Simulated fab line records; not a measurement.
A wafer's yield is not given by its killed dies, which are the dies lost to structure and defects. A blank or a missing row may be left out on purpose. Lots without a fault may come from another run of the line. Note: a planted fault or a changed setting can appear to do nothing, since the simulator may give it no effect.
Chamber matching -- flow nand-harc -- NHARC_A_STAIRCASE_TRIM_220 on rie-diel-04 has 4 sister chambers
The step chemistry O2, time 211.2 s. 16 wafers are shown with their chamber, then 8 later ones without.

WAFERS, EACH WITH ITS CHAMBER
wafer,chamber,drypump-motor-current-A (A),showerhead-plenum-p-Torr (Torr),rf-vpp-V (V)
L321.1,0,5.9,3.62,58.3
L321.3,2,5.0,3.56,57.5
L321.6,2,5.0,3.56,57.6
L324.1,0,5.9,3.62,57.2
L324.5,0,5.9,3.62,58.2
L324.6,1,5.9,3.65,58.5
L329.1,3,5.6,3.66,58.9
L329.4,0,5.9,3.61,57.4
L329.5,1,5.9,3.63,57.3
L328.1,0,5.9,3.61,58.1
L328.4,3,5.6,3.65,59.1
L328.5,0,5.9,3.61,57.8
L331.1,1,5.9,3.63,57.9
L331.5,1,5.9,3.63,59.5
L331.6,0,5.9,3.60,57.4
L340.2,1,5.8,3.61,58.6

SIGNATURES (averages over the wafers above)
reading,chamber 0,chamber 1,chamber 2,chamber 3,scatter within a chamber
drypump-motor-current-A,5.900,5.880,5.000,5.600,0.0258
showerhead-plenum-p-Torr,3.6129,3.6300,3.5600,3.6550,0.00997
rf-vpp-V,57.771,58.360,57.550,59.000,0.571
Rule: for a wafer and a chamber, the distance is found by dividing, reading by reading, the gap between the wafer's reading and the chamber's mean by the reading's scatter, squaring, summing and taking the root. The wafer belongs to the nearest chamber; if the next one is less than 2 further off, it can't be placed. The scatter: take each reading less its chamber's mean, square it, sum over the shown wafers, divide by the number of wafers less the number of chambers, and take the root.

WAFERS MISSING THEIR CHAMBER
wafer,drypump-motor-current-A (A),showerhead-plenum-p-Torr (Torr),rf-vpp-V (V)
L340.4,5.0,3.53,57.5
L340.6,5.9,3.61,55.7
L343.2,5.0,3.52,57.3
L343.3,5.8,3.61,57.7
L343.5,5.0,3.52,57.2
L344.2,5.9,3.58,58.4
L344.3,5.9,3.60,59.4
L344.5,5.0,3.52,58.5

CHAMBER TAKEN BY EACH
wafer,from the rows above,in truth
L340.4,2,2
L340.6,can't be placed: 0 or 1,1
L343.2,2,2
L343.3,can't be placed: 1 or 0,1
L343.5,2,2
L344.2,can't be placed: 0 or 1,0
L344.3,can't be placed: 0 or 1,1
L344.5,2,2
Correct placement for 4 of the 8. Not placeable from these rows: 4 (in 4, the candidates include the true chamber). Number placed wrongly: 0.
